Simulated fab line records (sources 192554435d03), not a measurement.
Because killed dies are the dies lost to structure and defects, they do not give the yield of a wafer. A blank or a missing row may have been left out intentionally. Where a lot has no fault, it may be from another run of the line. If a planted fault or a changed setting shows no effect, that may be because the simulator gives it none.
The tool behind it: which one? | flow n5_finfet | at 1 step of a route of 1938, 12 lots with 36 wafers sampled

WHAT THE GAUGES READ, wafer by wafer
N5_BEOL_M7_OVL_MEAS_29.
lot  | measured     | on         | V6_OVL (nm)
L074 | day 9 20:32  | overlay-02 | -0.2 -0.7 0.0
L076 | day 10 09:08 | overlay-01 | 1.2 -0.1 0.3
L079 | day 11 10:43 | overlay-01 | 1.0 1.2 1.5
L081 | day 12 01:26 | overlay-02 | 0.0 0.2 0.1
L083 | day 12 10:59 | overlay-02 | -1.7 0.1 0.6
L085 | day 12 12:50 | overlay-01 | 0.0 0.1 1.2
L088 | day 13 18:14 | overlay-01 | 1.1 1.0 0.7
L091 | day 14 01:13 | overlay-01 | -0.8 0.1 0.9
L092 | day 15 01:11 | overlay-01 | 1.4 0.2 0.7
L093 | day 15 06:13 | overlay-02 | -0.3 -0.7 -0.1
L095 | day 16 09:05 | overlay-02 | -0.5 0.8 0.0
L097 | day 16 12:11 | overlay-01 | 2.4 1.7 1.0

TOOL THAT RAN EACH LOT (tool first, then ch and the chambers of the sampled wafers, then the start)
No process step before these readings appears in the record.

THE ANSWER, worked out from the rows above alone
Rule: usual is defined by the lots themselves. Put in order of their means at a reading, lots are off if they are a third of the lots or fewer, leave a main group of 4 or more, and stand apart from it by a gap of 3 or more times the standard deviation of the main group's means; of several such gaps the widest counts. If all means in a main group match to the digits the tables above print for the reading, that group is not used. Also off: a lot with no number at a reading for which 4 or more lots have one. Where the step has rows for the other lots, those lots are counted as sound.
No lot is off on any of the readings shown, so nothing can be concluded from this.

WHAT WAS PUT IN BY THE SIMULATOR
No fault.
